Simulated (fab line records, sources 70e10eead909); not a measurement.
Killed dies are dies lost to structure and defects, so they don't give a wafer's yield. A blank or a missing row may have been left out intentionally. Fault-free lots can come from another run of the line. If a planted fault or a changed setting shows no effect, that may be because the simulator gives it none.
A struck lot beside a sound one / flow nand-harc / 15 steps out of a route of 1302
Sound: the wafers L387.3, L387.4, L387.6. Wafers L394.2, L394.5, L394.6 were the ones struck. At the end, the cause is stated.
Per side, at each step with rows, come the tool, then ch with its chambers, and then its first start. Under that, the readings that differ: sound wafers / struck wafers / difference of the means / sigmas: that difference in standard deviations of wafers without a fault.
alike: a reading whose means differ by less than 2 such deviations, as well as words and numbers matching on both sides. not compared: withheld readings; readings where some wafer has no value; bounds like >300 that might hide an equal value; numbers whose values overlap and for which the record gives no deviation.
Wherever a step has rows on one side only, a row that says differs or no value, or a row with sigmas, the two part there. When numbers do not overlap yet have no deviation, they are printed without sigmas and do not part them. A reading that every wafer of one side lacks parts them only if that side has two wafers or more.

NHARC_A_CONTACT_ETCH_132: etches the open film in C4F8/O2/Ar, time 197 s, target depth 1924 nm.
  sound on har-cap-etch-01 ch 0,1, day 22 14:22; struck on har-cap-etch-02 ch 0,1, day 26 00:19
  alike: oes-air-line-au
  not compared: rf-hours-counter-h
NHARC_A_CONTACT_ETCH_133: etches the open film in C4F8/O2/Ar, time 374 s, target depth 1610 nm.
  sound on har-cap-etch-01 ch 0,1, day 22 14:37; struck on har-cap-etch-02 ch 0,1, day 26 00:29
  alike: oes-air-line-au
  not compared: rf-hours-counter-h
then, 2 steps without rows for these wafers: NHARC_A_CONTACT_ETCH_91 (etches the open film in CH3F/O2, target depth 40 nm, time 85.7 s); NHARC_A_CONTACT_ETCH_97 (etches the open film in C4F6/O2, target depth 20 nm, time 10 s).
NHARC_A_CONTACT_CD_MEAS_80:
  sound on cd-sem-01, day 22 15:29; struck on cd-sem-03, day 26 01:31
  alike: cd-nm
then, 3 steps without rows for these wafers: NHARC_A_CONTACT_STRIP_103 (strips in N2/H2); NHARC_A_CONTACT_STRIP_104 (strips in CF4/CHF3); NHARC_A_CONTACT_STRIP_105 (strips in O2/COS).
NHARC_A_CONTACT_ETCH_106: etches the open film in CF4/O2, target depth 90 nm, overetch 9 nm, time 49.5 s.
  sound on rie-diel-09 ch 0,1,3, day 22 15:47; struck on rie-diel-09 ch 1,2, day 26 01:49
  alike: cf4-flow-sccm, drypump-motor-current-A, oes_o_777_au, oes-product-au, rf-vpp-V, showerhead-plenum-p-Torr, throttle-valve-pct
  not compared: rf-hours-counter-h
NHARC_A_CONTACT_STRIP_82: strips in O2.
  sound: rie-diel-09 ch 0,3; struck: rie-diel-09 ch 0,1,3
  alike: drypump-motor-current-A, oes-product-au, rf-vpp-V, showerhead-plenum-p-Torr, throttle-valve-pct
  not compared: rf-hours-counter-h
then, 1 step without rows for these wafers: NHARC_A_CONTACT_STRIP_83 (strips in post etch residue remover, time 600 s).
NHARC_A_CONTACT_DEP_84: deposits aC, target thk 2800 nm.
  sound on acl-dep-03 ch 0, day 22 17:00; struck on acl-dep-01 ch 0, day 26 06:11
reading=susceptor-temp-C (C); sound=- - -; struck=399.91 400.00 399.84; difference=no value on the sound wafers; sigmas=
  alike: throttle-valve-pct
NHARC_A_CONTACT_DEP_85: deposits SiON, target thk 60 nm.
  sound on pecvd-03 ch 0,2, day 22 18:13; struck on pecvd-01 ch 1,2, day 26 07:42
  no value came back on the struck wafers for chamber-pressure-Torr (Torr), heater-power-outer-w (W), heater-power-w (W), susceptor-temp-C (C); on the sound wafers chamber-pressure-Torr (Torr) reads 3.490 3.503 3.496
then, 1 step without rows for these wafers: NHARC_A_CONTACT_DEHYDRATE_00 (time 120 s).
-- break in the record here, with 2 days between the starts of the struck wafers on either side (left off in module A_CONTACT, picked up again in module END, where the first step shown is number 1302 on the route) --
NHARC_END_SORT_01:
  sound on prober-01 ch 0, day 25 05:45; struck on prober-01 ch 0, day 28 12:33
reading=killed-at-array; sound=58 56 88; struck=669 671 671; difference=+603; sigmas=+35
reading=killed-dies; sound=66 60 96; struck=677 677 677; difference=+603; sigmas=+34
  alike: killed-at-other, killed-at-periphery, killed-open, killed-short

== WHERE THEY PART ==
Earliest at NHARC_A_CONTACT_DEP_84; latest, in this record, at NHARC_END_SORT_01.

WHY: what had been put in by the simulator
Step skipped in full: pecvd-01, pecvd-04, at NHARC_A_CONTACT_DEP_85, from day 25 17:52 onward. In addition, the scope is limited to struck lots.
